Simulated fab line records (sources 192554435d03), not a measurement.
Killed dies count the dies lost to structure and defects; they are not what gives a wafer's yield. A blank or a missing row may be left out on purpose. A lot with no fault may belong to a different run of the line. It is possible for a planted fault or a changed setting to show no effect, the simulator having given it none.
Matching of chambers ; flow n5 finfet ; 4 sister chambers for N5_BEOL_M0_STRIP_142 on rie diel-03
The step strips in N2/H2, time 10 s. 4 wafers are shown with their chamber, then 8 later ones without.

## WAFERS WITH THEIR CHAMBER
wafer;chamber;showerhead plenum p Torr (Torr)
L087.2;0;2.49
L088.5;2;2.63
L088.6;1;2.44
L089.1;3;2.41

## WAFERS MISSING THEIR CHAMBER
wafer;showerhead plenum p Torr (Torr)
L089.2;2.49
L089.4;2.44
L094.2;2.43
L094.3;2.48
L094.4;2.48
L096.1;2.43
L096.2;2.48
L096.5;2.41

## THE CHAMBER EACH PASSED THROUGH
wafer;from the rows above;in truth
L089.2;0;0
L089.4;1;1
L094.2;can't be placed: 1 or 3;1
L094.3;0;0
L094.4;0;0
L096.1;can't be placed: 1 or 3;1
L096.2;0;0
L096.5;3;3
6 of 8 placed correctly. Not placeable from these rows: 2 (in 2, the candidates include the true chamber). 0 placed wrongly.
How it was worked out, from the rows above alone: a wafer's distance from a chamber is the root of the sum, over the readings, of the square of ((its reading less the chamber's mean) divided by the reading's scatter). The wafer belongs to the nearest chamber; if the next one is less than 2 further off, it can't be placed. For every chamber, the mean is computed from those of its wafers that are shown. The scatter: root of mean squared gap, hidden wafer to nearest shown wafer, with one shown wafer a chamber.
